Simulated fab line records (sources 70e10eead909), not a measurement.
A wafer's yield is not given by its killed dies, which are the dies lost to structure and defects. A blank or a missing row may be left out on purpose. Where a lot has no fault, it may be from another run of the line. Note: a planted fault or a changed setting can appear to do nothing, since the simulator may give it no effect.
Matching of chambers | flow nand-harc | ald-metal-03 running NHARC_P_CONTACT_ALD_22: 4 sister chambers
The step deposits TiN, target thk 3 nm, pulse time 1 s, ald cycles 150. 20 wafers are shown with their chamber, then 10 later ones without.

== WAFERS WITH THEIR CHAMBER ==
wafer  | chamber | heater-power-w (W) | heater-power-outer-w (W) | susceptor-temp-C (C)
L075.2 | 0       | 1086               | 701                      | 450.18
L075.4 | 2       | 946                | 657                      | 449.93
L075.6 | 3       | 999                | 639                      | 450.06
L079.2 | 1       | 1196               | 742                      | 450.22
L079.3 | 0       | 1100               | 680                      | 449.75
L079.5 | 3       | 1000               | 667                      | 449.88
L082.2 | 1       | 1197               | 736                      | 449.81
L082.3 | 0       | 999                | 661                      | 449.64
L082.6 | 2       | 981                | 677                      | 450.24
L084.1 | 3       | 974                | 647                      | 450.16
L084.4 | 2       | 1024               | 682                      | 450.10
L084.6 | 3       | 997                | 639                      | 450.17
L087.1 | 0       | 1037               | 662                      | 449.63
L087.4 | 1       | 1162               | 724                      | 449.60
L087.5 | 3       | 980                | 657                      | 450.29
L088.3 | 3       | 967                | 647                      | 449.71
L088.4 | 1       | 1176               | 734                      | 449.94
L088.5 | 3       | 994                | 637                      | 450.19
L090.1 | 1       | 1158               | 756                      | 449.91
L090.3 | 0       | 979                | 645                      | 450.11

SIGNATURES, as means of the wafers listed above
reading              | chamber 0 | chamber 1 | chamber 2 | chamber 3 | scatter within a chamber
heater-power-w       | 1040.20   | 1177.80   | 983.67    | 987.29    | 32.2
heater-power-outer-w | 669.80    | 738.40    | 672.00    | 647.57    | 14.7
susceptor-temp-C     | 449.8620  | 449.8960  | 450.0900  | 450.0657  | 0.22
Rule: a wafer's distance from a chamber is the root of the sum, over the readings, of the square of ((its reading less the chamber's mean) divided by the reading's scatter). The wafer belongs to the nearest chamber; if the next one is less than 2 further off, it can't be placed. How the scatter is found: for the shown wafers, subtract from each reading the mean of its chamber, square and add these, divide the total by (wafers less chambers), then take the root.

== WAFERS WHOSE CHAMBER IS MISSING ==
wafer  | heater-power-w (W) | heater-power-outer-w (W) | susceptor-temp-C (C)
L090.6 | 1148               | 717                      | 449.85
L091.2 | 1009               | 699                      | 450.09
L091.4 | 1171               | 725                      | 450.01
L091.6 | 995                | 638                      | 450.15
L093.2 | 977                | 637                      | 449.91
L093.3 | 1179               | 735                      | 449.77
L093.4 | 998                | 646                      | 450.39
L096.3 | 1007               | 664                      | 449.85
L096.4 | 1022               | 643                      | 449.87
L096.5 | 1009               | 652                      | 450.17

== THE CHAMBER EACH PASSED THROUGH ==
wafer  | from the rows above          | in truth
L090.6 | 1                            | 1
L091.2 | can't be placed: 2 or 0 or 3 | 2
L091.4 | 1                            | 1
L091.6 | can't be placed: 3 or 2      | 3
L093.2 | can't be placed: 3 or 2 or 0 | 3
L093.3 | 1                            | 1
L093.4 | can't be placed: 3 or 2 or 0 | 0
L096.3 | can't be placed: 0 or 2 or 3 | 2
L096.4 | can't be placed: 3 or 0 or 2 | 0
L096.5 | can't be placed: 3 or 2 or 0 | 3
Placed correctly: 3 of 10. From these rows, 7 cannot be placed; in 7 the true chamber is one of the candidates. Placed wrongly: 0.
